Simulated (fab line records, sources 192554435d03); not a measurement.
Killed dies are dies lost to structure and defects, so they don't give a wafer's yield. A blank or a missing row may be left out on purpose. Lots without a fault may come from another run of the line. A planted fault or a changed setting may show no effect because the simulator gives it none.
Chamber matching | flow n5_finfet | N5_BEOL_M5_CMP_52 on cmp-01: 4 sister chambers
The step polishes, stops on SiCOH lowk, t overpolish 6.9 s, target thk 62 nm. 4 wafers are shown with their chamber, then 10 later ones without.

WAFERS WITH THEIR CHAMBER
wafer  | chamber | motor_current_A (A)
L082.4 | 3       | 8.1
L083.6 | 1       | 6.5
L092.1 | 0       | 6.3
L092.2 | 2       | 6.9

WAFERS WITHOUT THEIR CHAMBER
wafer  | motor_current_A (A)
L092.5 | 6.2
L095.4 | 6.5
L095.5 | 7.5
L095.6 | 6.1
L093.1 | 8.1
L093.4 | 6.6
L093.5 | 6.2
L097.2 | 6.5
L097.4 | 7.4
L097.5 | 7.7

WHICH CHAMBER EACH WENT THROUGH
wafer  | from the rows above          | in truth
L092.5 | can't be placed: 0 or 1      | 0
L095.4 | can't be placed: 1 or 0 or 2 | 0
L095.5 | can't be placed: 2 or 3 or 1 | 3
L095.6 | can't be placed: 0 or 1      | 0
L093.1 | 3                            | 3
L093.4 | can't be placed: 1 or 0 or 2 | 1
L093.5 | can't be placed: 0 or 1      | 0
L097.2 | can't be placed: 1 or 0 or 2 | 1
L097.4 | can't be placed: 2 or 3 or 1 | 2
L097.5 | can't be placed: 3 or 2      | 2
Placed correctly: 1 of 10. Can't be placed from these rows: 9 (the true chamber is among the candidates in 9). Placed wrongly: 0.
How it was worked out, from the rows above alone: a wafer's distance from a chamber is the root of the sum, over the readings, of the square of ((its reading less the chamber's mean) divided by the reading's scatter). The wafer belongs to the nearest chamber; if the next one is less than 2 further off, it can't be placed. A chamber's mean is the mean of its shown wafers. The scatter: with one shown wafer a chamber, the root of the mean of the squares of how far each hidden wafer lies from its nearest shown one.
